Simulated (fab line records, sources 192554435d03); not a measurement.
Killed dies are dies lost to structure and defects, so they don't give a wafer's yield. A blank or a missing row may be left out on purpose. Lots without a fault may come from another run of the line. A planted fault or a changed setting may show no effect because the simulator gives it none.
fab line records | flow n5_finfet
record lots=24 wafers=72 last_day=17
route steps=1938 shown WELL_APT@50 FIN_SAQP@97 FIN_CUT@173 DUMMY_GATE@257 SD_EPI_N@293
lots that met no fault: from a run of the same line without faults
start_h: hours from the record's first day to the start of the lot's first wafer shown | wait_h: hours since the lot's step before | " the same as in the row above | L1.1+2: a row that stands for several wafers | - no value, or no start given | * or withheld: withheld | < > ~ a bound
route shown NAME@n: a module of which the file shows steps, and the number in the route of the first | usual: mean/standard deviation of fault-free wafers | same: alike in all rows | chamber/n: place in a boat | sites: the reading at each site | _std_site: their standard deviation | _edge_site: outer sites' mean less inner sites' | radius_mm: how far each site lies from the wafer's centre | mask NAME#n: copy n | behind: the tool/chamber that last shaped the wafer | hold: why the lot was held/for how many hours/how that ended | device: the transistor (n, p or np) that didn't switch | end of line: the same wafers' tests at the end of the route | a step without rows: its recipe alone | killed: dies lost to structure and defects at the first sort, not the wafer's yield | map: a wafer's dies, x killed, . not, _ none there
set.NAME: the setting as run; set.NAME@STEP: as run at that earlier step | model.NAME: the simulator's own value behind a step, which no gauge read
steps of the route over a sample of lots; a table a step, a row a wafer
services: from which hour (start_h, from the record's first day; less than 0 if before it) a tool's chamber was out of use, for how many hours, and why
## steps
# step N5_WELL_APT_RTA_34
# recipe temp_c=1000 time_s=10 ambient=N2 idle_temp_c=600 ramp_up_c_per_s=150 ramp_down_c_per_s=60 cool_to_c=600
# usual lamp_power_pct=13.00/0.051 lamp_zone_2_pct=12.996/0.029 wafer_temp_C_max=1003.7/1.1
# columns lot.wafer tool chamber start_h wait_h lamp_power_pct lamp_zone_2_pct wafer_temp_C_max
L074.1 rtp_anneal-01 0 15.89 0.0 12.91 13.006 1004.7
L074.3 " 0 " " 13.09 13.025 1002.8
L074.6 " 0 " " 13.04 12.975 1004.2
L075.1 rtp_anneal-02 0 21.77 0.1 12.98 12.979 1002.7
L075.3 " 0 " " 13.03 12.994 1002.6
L075.6 " 0 " " 13.00 12.958 1004.5
L076.1 rtp_anneal-01 0 28.33 0.0 13.05 12.969 1004.8
L076.4 " 0 " " 12.93 13.007 1003.7
L076.6 " 0 " " 12.96 12.958 1005.4
L077.2 rtp_anneal-02 0 33.59 0.0 13.01 12.978 1003.9
L077.3 " 0 " " 12.99 13.030 1003.2
L077.5 " 0 " " 13.04 12.968 1005.5
L078.1 rtp_anneal-01 0 39.75 0.1 13.02 12.965 1003.3
L078.2 " 0 " " 12.96 13.033 1002.6
L078.5 " 0 " " 12.99 13.026 1004.8
L079.2 rtp_anneal-01 0 45.69 0.0 12.91 13.008 1002.2
L079.4 " 0 " " 12.97 12.963 1003.3
L079.6 " 0 " " 13.03 13.032 1004.1
L080.1 rtp_anneal-01 0 51.79 0.0 12.99 13.006 1003.5
L080.4 " 0 " " 13.02 13.029 1002.4
L080.5 " 0 " " 13.12 13.007 1006.4
L081.3 rtp_anneal-02 0 59.54 0.2 13.03 13.014 1002.2
L081.5 " 0 " " 13.02 12.993 1004.5
L081.6 " 0 " " 12.98 13.066 1003.5
L082.1 rtp_anneal-01 0 64.11 0.3 12.95 13.006 1004.0
L082.2 " 0 " " 12.93 13.028 1003.7
L082.5 " 0 " " 12.94 12.998 1003.8
L083.2 rtp_anneal-01 0 70.09 0.0 13.04 12.979 1004.4
L083.3 " 0 " " 12.96 12.967 1003.6
L083.4 " 0 " " 12.93 12.999 1004.5
L084.1 rtp_anneal-01 0 76.27 0.0 12.98 12.968 1003.7
L084.2 " 0 " " 12.99 12.980 1004.7
L084.3 " 0 " " 13.07 13.011 1003.1
L085.1 rtp_anneal-02 0 82.28 0.1 13.04 13.018 1002.6
L085.2 " 0 " " 12.97 12.956 1002.6
L085.3 " 0 " " 12.93 12.991 1004.1
L086.1 rtp_anneal-02 0 88.37 0.0 13.02 13.000 1002.9
L086.2 " 0 " " 13.00 12.992 1002.8
L086.4 " 0 " " 13.00 13.006 1006.3
L087.1 rtp_anneal-01 0 93.90 0.0 12.95 13.002 1001.9
L087.5 " 0 " " 12.97 13.024 1003.1
L087.6 " 0 " " 12.94 12.984 1004.0
L088.2 rtp_anneal-01 0 99.98 0.0 13.05 12.976 1003.7
L088.3 " 0 " " 13.02 12.989 1002.6
L088.5 " 0 " " 12.98 13.004 1002.6
L089.2 rtp_anneal-01 0 106.35 0.2 12.95 13.010 1003.9
L089.5 " 0 " " 12.97 12.982 1002.5
L089.6 " 0 " " 13.05 12.980 1002.7
L090.1 rtp_anneal-02 0 111.95 0.0 12.82 12.982 1005.6
L090.3 " 0 " " 13.06 13.006 1002.7
L090.4 " 0 " " 13.07 13.027 1003.7
L091.1 rtp_anneal-01 0 118.35 0.1 12.99 13.019 1005.7
L091.2 " 0 " " 13.02 12.948 1004.6
L091.6 " 0 " " 12.86 13.012 1005.1
L092.1 rtp_anneal-02 0 123.96 0.1 13.02 12.961 1002.8
L092.2 " 0 " " 13.06 13.064 1002.3
L092.4 " 0 " " 12.97 13.005 1002.3
L093.2 rtp_anneal-01 0 129.72 0.0 12.92 13.012 1007.0
L093.5 " 0 " " 12.97 12.984 1003.0
L093.6 " 0 " " 13.01 13.045 1005.8
L094.3 rtp_anneal-01 0 136.23 0.1 12.99 13.009 1004.3
L094.4 " 0 " " 13.05 12.978 1005.1
L094.5 " 0 " " 13.02 13.022 1003.2
L095.1 rtp_anneal-01 0 142.23 0.1 12.94 13.052 1005.8
L095.2 " 0 " " 13.02 13.030 1001.6
L095.6 " 0 " " 13.04 12.974 1003.2
L096.1 rtp_anneal-01 0 148.03 0.1 12.99 13.015 1003.0
L096.2 " 0 " " 12.98 12.985 1002.5
L096.5 " 0 " " 12.96 12.984 1003.0
L097.1 rtp_anneal-02 0 154.06 0.2 12.95 13.014 1003.5
L097.2 " 0 " " 13.05 13.000 1003.1
L097.5 " 0 " " 12.93 13.010 1003.9
# step N5_WELL_APT_INSPECT_38
# recipe inspect_instrument=darkfield mode=post_epi
# usual raw_defect_count=12/5
# columns lot.wafer tool chamber start_h wait_h raw_defect_count
L074.1 defect_inspect-01 - 16.77 0.5 28
L074.3 " - " " 21
L074.6 " - " " 25
L075.1 defect_inspect-02 - 22.86 0.7 11
L075.3 " - " " 15
L075.6 " - " " 13
L076.1 defect_inspect-02 - 29.20 0.5 13
L076.4 " - " " 13
L076.6 " - " " 4
L077.2 defect_inspect-02 - 34.64 0.6 7
L077.3 " - " " 7
L077.5 " - " " 19
L078.1 defect_inspect-01 - 40.82 0.7 13
L078.2 " - " " 13
L078.5 " - " " 8
L079.2 defect_inspect-02 - 46.74 0.6 9
L079.4 " - " " 10
L079.6 " - " " 5
L080.1 defect_inspect-02 - 52.87 0.7 11
L080.4 " - " " 16
L080.5 " - " " 15
L081.3 defect_inspect-01 - 60.58 0.4 19
L081.5 " - " " 19
L081.6 " - " " 9
L082.1 defect_inspect-01 - 65.19 0.7 11
L082.2 " - " " 12
L082.5 " - " " 13
L083.2 defect_inspect-01 - 71.15 0.6 17
L083.3 " - " " 33
L083.4 " - " " 15
L084.1 defect_inspect-01 - 77.34 0.7 9
L084.2 " - " " 8
L084.3 " - " " 7
L085.1 defect_inspect-02 - 83.75 0.9 4
L085.2 " - " " 6
L085.3 " - " " 11
L086.1 defect_inspect-01 - 89.47 0.7 14
L086.2 " - " " 11
L086.4 " - " " 17
L087.1 defect_inspect-01 - 95.32 0.9 25
L087.5 " - " " 14
L087.6 " - " " 22
L088.2 defect_inspect-02 - 101.04 0.6 9
L088.3 " - " " 7
L088.5 " - " " 5
L089.2 defect_inspect-01 - 107.41 0.6 15
L089.5 " - " " 11
L089.6 " - " " 14
L090.1 defect_inspect-01 - 113.04 0.7 12
L090.3 " - " " 3
L090.4 " - " " 12
L091.1 defect_inspect-02 - 119.43 0.7 9
L091.2 " - " " 18
L091.6 " - " " 20
L092.1 defect_inspect-01 - 125.03 0.7 11
L092.2 " - " " 8
L092.4 " - " " 7
L093.2 defect_inspect-01 - 130.78 0.6 15
L093.5 " - " " 11
L093.6 " - " " 13
L094.3 defect_inspect-01 - 137.26 0.4 11
L094.4 " - " " 10
L094.5 " - " " 9
L095.1 defect_inspect-02 - 143.33 0.7 11
L095.2 " - " " 4
L095.6 " - " " 13
L096.1 defect_inspect-02 - 149.24 0.7 8
L096.2 " - " " 14
L096.5 " - " " 15
L097.1 defect_inspect-01 - 155.14 0.7 8
L097.2 " - " " 12
L097.5 " - " " 11
# step N5_FIN_SAQP_THK_MEAS_05
# usual thk_nm=38.0/0.48
# columns lot.wafer tool chamber start_h wait_h thk_nm
L074.1 film_metro-02 - 21.38 0.1 37.5
L074.3 " - " " 37.7
L074.6 " - " " 38.2
L075.1 film_metro-02 - 26.90 0.1 37.4
L075.3 " - " " 38.2
L075.6 " - " " 37.6
L076.1 film_metro-01 - 33.83 0.1 37.1
L076.4 " - " " 37.6
L076.6 " - " " 38.0
L077.2 film_metro-01 - 39.23 0.1 37.8
L077.3 " - " " 37.8
L077.5 " - " " 38.5
L078.1 film_metro-02 - 45.21 0.1 38.0
L078.2 " - " " 38.0
L078.5 " - " " 38.2
L079.2 film_metro-02 - 52.21 0.1 38.2
L079.4 " - " " 38.0
L079.6 " - " " 38.1
L080.1 film_metro-02 - 58.54 0.1 37.8
L080.4 " - " " 37.9
L080.5 " - " " 38.0
L081.3 film_metro-01 - 65.08 0.1 37.5
L081.5 " - " " 38.1
L081.6 " - " " 38.0
L082.1 film_metro-01 - 70.60 0.1 37.8
L082.2 " - " " 37.4
L082.5 " - " " 38.3
L083.2 film_metro-01 - 75.86 0.1 36.9
L083.3 " - " " 37.7
L083.4 " - " " 38.4
L084.1 film_metro-01 - 81.86 0.1 37.4
L084.2 " - " " 37.8
L084.3 " - " " 37.8
L085.1 film_metro-01 - 88.92 0.1 37.6
L085.2 " - " " 37.6
L085.3 " - " " 38.1
L086.1 film_metro-02 - 95.41 0.1 38.0
L086.2 " - " " 38.3
L086.4 " - " " 38.0
L087.1 film_metro-02 - 100.09 0.1 37.9
L087.5 " - " " 38.0
L087.6 " - " " 37.6
L088.2 film_metro-01 - 106.45 0.1 38.4
L088.3 " - " " 37.9
L088.5 " - " " 38.2
L089.2 film_metro-01 - 112.23 0.1 37.8
L089.5 " - " " 38.6
L089.6 " - " " 38.6
L090.1 film_metro-01 - 117.91 0.1 36.8
L090.3 " - " " 36.4
L090.4 " - " " 38.1
L091.1 film_metro-01 - 123.89 0.1 38.4
L091.2 " - " " 37.7
L091.6 " - " " 38.8
L092.1 film_metro-01 - 129.38 0.1 38.2
L092.2 " - " " 37.6
L092.4 " - " " 38.0
L093.2 film_metro-02 - 135.30 0.1 37.1
L093.5 " - " " 37.9
L093.6 " - " " 38.2
L094.3 film_metro-01 - 141.82 0.1 37.6
L094.4 " - " " 38.3
L094.5 " - " " 38.5
L095.1 film_metro-02 - 147.34 0.1 37.1
L095.2 " - " " 37.5
L095.6 " - " " 38.1
L096.1 film_metro-01 - 153.64 0.1 38.3
L096.2 " - " " 37.5
L096.5 " - " " 37.9
L097.1 film_metro-02 - 159.40 0.1 38.1
L097.2 " - " " 37.8
L097.5 " - " " 38.1
# step N5_FIN_CUT_CUT_ETCH_26
# recipe chemistry=CH3F/O2 target=SiNx target_depth_a=390 mask_material=SOC time_s=55.7 pressure_mtorr=30 source_w=395 bias_w=73 Ar_flow_sccm=150 CH3F_flow_sccm=30 O2_flow_sccm=20 ion_energy_ev=120
# usual drypump_motor_current_A=5.5/0.49 mfc_ar_sccm=150.0/0.41 oes_product_au=0.76/0.083 rf_vpp_V=295/5.2 showerhead_plenum_p_Torr=2.02/0.067 throttle_valve_pct=16.37/0.13
# columns lot.wafer tool chamber start_h wait_h drypump_motor_current_A mfc_ar_sccm oes_product_au rf_hours_counter_h rf_vpp_V showerhead_plenum_p_Torr throttle_valve_pct
L074.1 rie_diel-04 0 27.57 0.0 5.4 150.0 0.69 238 296 1.97 16.51
L074.3 " 2 " " 4.7 150.4 0.67 238 291 1.90 16.58
L074.6 " 2 " " 4.7 150.9 0.67 - 293 1.90 16.58
L075.1 rie_diel-04 2 35.37 0.0 4.7 150.5 0.68 240 292 1.90 16.59
L075.3 " 3 " " 5.9 150.8 0.74 171 296 1.90 16.58
L075.6 " 1 " " 5.0 149.7 0.71 - 295 2.06 16.32
L076.1 rie_diel-01 3 39.90 0.0 5.7 150.7 0.74 148 289 2.08 16.26
L076.4 " 2 " " 5.4 149.9 0.75 130 292 2.01 16.46
L076.6 " 2 " " 5.4 150.1 0.76 - 292 2.01 16.46
L077.2 rie_diel-01 3 45.41 0.0 5.7 149.2 0.73 150 288 2.08 16.28
L077.3 " 2 " " 5.4 150.3 0.76 131 294 2.01 16.45
L077.5 " 2 " " 5.4 149.4 0.75 - 292 2.01 16.45
L078.1 rie_diel-02 0 52.55 0.0 6.5 150.5 0.71 205 287 2.06 16.21
L078.2 " 2 " " 5.1 148.8 0.73 169 304 2.00 16.26
L078.5 " 0 " " 6.5 150.1 0.70 - 286 2.06 16.20
L079.2 rie_diel-02 0 58.85 0.0 6.6 149.6 0.71 209 288 2.06 16.21
L079.4 " 3 " " 5.0 149.8 0.98 - 293 1.97 16.28
L079.6 " 1 " " 5.6 150.3 0.78 - 295 2.10 16.47
L080.1 rie_diel-02 3 64.40 0.0 4.9 149.9 0.96 5 293 1.97 16.30
L080.4 " 0 " " 6.5 149.2 0.70 - 285 2.06 16.21
L080.5 " 1 " " 5.6 150.2 0.78 - 294 2.10 16.48
L081.3 rie_diel-02 0 72.32 0.0 6.5 149.9 0.70 215 286 2.06 16.21
L081.5 " 2 " " 5.1 149.8 0.73 - 304 2.00 16.26
L081.6 " 3 " " 5.0 150.7 0.94 - 292 1.97 16.27
L082.1 rie_diel-01 2 76.71 0.0 5.4 150.1 0.74 144 291 2.01 16.48
L082.2 " 1 " " 6.0 149.4 0.71 226 303 1.98 16.29
L082.5 " 2 " " 5.4 150.3 0.75 - 292 2.01 16.49
L083.2 rie_diel-02 2 82.26 0.0 5.1 149.9 0.73 176 303 2.00 16.26
L083.3 " 0 " " 6.5 149.6 0.70 218 288 2.06 16.24
L083.4 " 3 " " 4.9 149.5 0.93 11 293 1.97 16.30
L084.1 rie_diel-01 2 88.18 0.0 5.4 150.9 0.74 147 291 2.01 16.49
L084.2 " 1 " " 5.9 150.2 0.70 230 301 1.97 16.29
L084.3 " 3 " " 5.7 149.8 0.71 168 288 2.08 16.30
L085.1 rie_diel-04 0 96.60 0.0 5.4 150.8 0.68 252 298 1.97 16.53
L085.2 " 1 " " 5.1 149.9 0.70 220 297 2.05 16.33
L085.3 " 3 " " 5.9 150.3 0.72 184 297 1.89 16.61
L086.1 rie_diel-04 1 101.76 0.0 5.1 150.2 0.70 222 297 2.05 16.36
L086.2 " 0 " " 5.4 149.7 0.67 254 297 1.97 16.51
L086.4 " 0 " " 5.3 149.6 0.68 - 298 1.97 16.53
L087.1 rie_diel-01 1 106.77 0.0 5.9 150.3 0.70 235 303 1.97 16.31
L087.5 " 1 " " 6.0 151.2 0.70 - 302 1.97 16.29
L087.6 " 2 " " 5.4 150.5 0.73 - 293 2.00 16.51
L088.2 rie_diel-01 2 112.56 0.0 5.4 150.2 0.73 155 292 2.00 16.50
L088.3 " 3 " " 5.7 149.5 0.71 175 288 2.07 16.33
L088.5 " 0 " " 5.3 150.2 0.87 - 300 2.12 16.25
L089.2 rie_diel-01 3 118.98 0.0 5.7 149.7 0.72 176 288 2.07 16.33
L089.5 " 3 " " 5.7 149.7 0.71 - 288 2.07 16.33
L089.6 " 2 " " 5.5 150.4 0.73 - 293 2.00 16.51
L090.1 rie_diel-02 1 123.68 0.0 5.6 150.4 0.75 139 294 2.10 16.51
L090.3 " 3 " " 4.9 149.7 0.90 23 293 1.96 16.30
L090.4 " 0 " " 6.4 150.2 0.69 231 287 2.06 16.24
L091.1 rie_diel-02 2 129.62 0.0 5.2 149.5 0.72 188 303 2.00 16.28
L091.2 " 3 " " 4.9 150.3 0.91 25 293 1.96 16.30
L091.6 " 1 " " 5.6 150.2 0.76 - 296 2.09 16.51
L092.1 rie_diel-01 1 136.28 0.0 6.0 150.2 0.69 244 301 1.97 16.31
L092.2 " 2 " " 5.5 150.6 0.72 163 293 2.00 16.51
L092.4 " 0 " " 5.3 150.1 0.87 62 300 2.12 16.26
L093.2 rie_diel-02 0 141.70 0.0 6.5 149.9 0.69 236 286 2.05 16.27
L093.5 " 1 " " 5.6 149.7 0.75 - 293 2.09 16.52
L093.6 " 0 " " 6.5 149.2 0.68 - 286 2.05 16.27
L094.3 rie_diel-02 2 150.25 0.0 5.1 150.6 0.71 195 302 2.00 16.29
L094.4 " 3 " " 4.9 150.2 0.88 31 293 1.96 16.33
L094.5 " 2 " " 5.1 149.9 0.71 - 304 2.00 16.29
L095.1 rie_diel-02 1 154.72 0.0 5.6 150.0 0.75 150 295 2.09 16.54
L095.2 " 3 " " 5.0 150.3 0.88 33 291 1.96 16.33
L095.6 " 1 " " 5.6 150.4 0.75 - 295 2.09 16.54
L096.1 rie_diel-04 2 159.81 0.0 4.7 149.5 0.92 16 296 2.14 16.19
L096.2 " 3 " " 5.9 150.0 0.69 207 296 1.88 16.65
L096.5 " 1 " " 5.1 149.7 0.68 - 298 2.05 16.38
L097.1 rie_diel-04 1 165.29 0.0 5.1 150.1 0.69 246 297 2.05 16.39
L097.2 " 0 " " 5.4 150.1 0.96 11 297 1.96 16.07
L097.5 " 3 " " 5.9 150.0 0.70 - 294 1.88 16.65
# step N5_DUMMY_GATE_INSPECT_27
# recipe inspect_instrument=brightfield mode=aei
# usual raw_defect_count=289/71
# columns lot.wafer tool chamber start_h wait_h raw_defect_count
L074.1 defect_inspect-01 - 47.26 0.0 399
L074.3 " - " " 304
L074.6 " - " " 241
L075.1 defect_inspect-02 - 58.19 0.0 174
L075.3 " - " " 173
L075.6 " - " " 224
L076.1 defect_inspect-02 - 59.78 0.0 332
L076.4 " - " " 238
L076.6 " - " " 316
L077.2 defect_inspect-01 - 66.93 0.0 358
L077.3 " - " " 284
L077.5 " - " " 421
L078.1 defect_inspect-01 - 73.78 0.0 324
L078.2 " - " " 409
L078.5 " - " " 263
L079.2 defect_inspect-02 - 79.12 0.0 239
L079.4 " - " " 281
L079.6 " - " " 213
L080.1 defect_inspect-01 - 83.97 0.0 400
L080.4 " - " " 262
L080.5 " - " " 267
L081.3 defect_inspect-02 - 92.42 0.0 210
L081.5 " - " " 288
L081.6 " - " " 240
L082.1 defect_inspect-02 - 95.71 0.0 307
L082.2 " - " " 249
L082.5 " - " " 171
L083.2 defect_inspect-02 - 102.07 0.0 272
L083.3 " - " " 218
L083.4 " - " " 260
L084.1 defect_inspect-02 - 111.19 0.0 335
L084.2 " - " " 311
L084.3 " - " " 346
L085.1 defect_inspect-01 - 116.21 0.0 198
L085.2 " - " " 340
L085.3 " - " " 287
L086.1 defect_inspect-01 - 121.92 0.0 507
L086.2 " - " " 303
L086.4 " - " " 313
L087.1 defect_inspect-01 - 127.99 0.0 325
L087.5 " - " " 304
L087.6 " - " " 130
L088.2 defect_inspect-01 - 132.17 0.0 357
L088.3 " - " " 408
L088.5 " - " " 199
L089.2 defect_inspect-02 - 138.02 0.0 406
L089.5 " - " " 383
L089.6 " - " " 332
L090.1 defect_inspect-02 - 143.68 0.0 185
L090.3 " - " " 460
L090.4 " - " " 253
L091.1 defect_inspect-02 - 148.73 0.0 361
L091.2 " - " " 263
L091.6 " - " " 282
L092.1 defect_inspect-02 - 158.75 0.0 313
L092.2 " - " " 240
L092.4 " - " " 320
L093.2 defect_inspect-01 - 161.44 0.0 350
L093.5 " - " " 325
L093.6 " - " " 244
L094.3 defect_inspect-02 - 170.32 0.0 226
L094.4 " - " " 277
L094.5 " - " " 237
L095.1 defect_inspect-02 - 174.35 0.0 153
L095.2 " - " " 277
L095.6 " - " " 223
L096.1 defect_inspect-02 - 181.25 0.0 251
L096.2 " - " " 288
L096.5 " - " " 292
L097.1 defect_inspect-01 - 185.03 0.0 406
L097.2 " - " " 251
L097.5 " - " " 209
# step N5_SD_EPI_N_LINER_46
# recipe material=SiNx target_thk_a=30 temp_c=400 ald_precursor_family=SiH2I2 ald_co_reactant=N2/H2-plasma pressure_torr=2
# usual heater_power_w=815/63
# columns lot.wafer tool chamber start_h wait_h heater_power_w
L074.1 ald_sin-02 1 53.50 0.8 795
L074.3 " 3 " " 759
L074.6 " 0 " " 896
L075.1 ald_sin-02 1 64.08 0.2 826
L075.3 " 0 " " 930
L075.6 " 1 " " 804
L076.1 ald_sin-02 1 65.21 0.2 818
L076.4 " 0 " " 926
L076.6 " 0 " " 894
L077.2 ald_sin-01 1 73.43 0.7 803
L077.3 " 0 " " 804
L077.5 " 0 " " 792
L078.1 ald_sin-02 2 79.30 0.2 817
L078.2 " 0 " " 915
L078.5 " 3 " " 754
L079.2 ald_sin-01 3 85.78 0.1 881
L079.4 " 0 " " 801
L079.6 " 3 " " 872
L080.1 ald_sin-02 3 89.25 0.4 781
L080.4 " 0 " " 904
L080.5 " 1 " " 825
L081.3 ald_sin-01 3 97.21 0.1 903
L081.5 " 1 " " 778
L081.6 " 0 " " 794
L082.1 ald_sin-02 1 100.69 0.2 821
L082.2 " 2 " " 805
L082.5 " 3 " " 784
L083.2 ald_sin-02 2 108.27 1.5 781
L083.3 " 1 " " 832
L083.4 " 3 " " 792
L084.1 ald_sin-04 3 115.97 0.2 838
L084.2 " 1 " " 817
L084.3 " 0 " " 705
L085.1 ald_sin-02 3 121.08 0.2 769
L085.2 " 0 " " 920
L085.3 " 2 " " 832
L086.1 ald_sin-02 2 126.72 0.2 824
L086.2 " 0 " " 921
L086.4 " 3 " " 785
L087.1 ald_sin-01 3 132.78 0.2 892
L087.5 " 2 " " 852
L087.6 " 1 " " 793
L088.2 ald_sin-01 2 137.78 0.1 860
L088.3 " 1 " " 786
L088.5 " 1 " " 797
L089.2 ald_sin-02 1 143.50 0.1 824
L089.5 " 2 " " 815
L089.6 " 1 " " 822
L090.1 ald_sin-01 0 149.47 0.4 814
L090.3 " 3 " " 898
L090.4 " 2 " " 841
L091.1 ald_sin-02 1 155.17 1.8 822
L091.2 " 2 " " 799
L091.6 " 1 " " 825
L092.1 ald_sin-01 2 163.77 0.2 853
L092.2 " 0 " " 820
L092.4 " 1 " " 787
L093.2 ald_sin-01 0 166.34 0.2 816
L093.5 " 1 " " 795
L093.6 " 2 " " 839
L094.3 ald_sin-04 1 176.15 0.1 840
L094.4 " 0 " " 719
L094.5 " 2 " " 656
L095.1 ald_sin-04 0 179.24 0.4 727
L095.2 " 3 " " 829
L095.6 " 0 " " 710
L096.1 ald_sin-04 0 186.94 0.3 712
L096.2 " 1 " " 834
L096.5 " 1 " " 849
L097.1 ald_sin-02 0 191.03 1.3 885
L097.2 " 2 " " 813
L097.5 " 0 " " 878
## services
# columns tool chamber start_h hours kind
ald_sin-01 - -5.25 14.0 pm
rie_diel-01 3 2.64 8.7 repair
rie_diel-02 0 14.89 8.3 repair
rie_diel-02 - 17.60 3.3 repair
ald_sin-01 0 17.90 20.7 repair
rie_diel-02 - 24.75 2.8 pm
rie_diel-02 3 32.22 3.4 repair
rie_diel-01 0 42.37 4.5 repair
rie_diel-04 - 44.68 15.6 pm
ald_sin-01 1 47.00 7.8 repair
rie_diel-01 0 51.11 3.1 repair
rie_diel-02 2 57.22 10.9 repair
rtp_anneal-02 - 61.30 4.6 pm
rie_diel-02 - 84.23 0.9 repair
rie_diel-02 2 87.37 1.3 repair
rie_diel-02 1 89.59 5.3 repair
rie_diel-01 1 91.99 3.6 repair
rie_diel-02 2 94.72 4.8 repair
rtp_anneal-02 - 106.03 1.2 pm
ald_sin-02 0 151.45 4.1 repair
ald_sin-02 1 171.39 20.0 repair
ald_sin-01 1 173.81 11.8 repair
ald_sin-02 - 177.03 14.0 pm
rie_diel-01 1 187.31 5.4 repair
## key
fault none
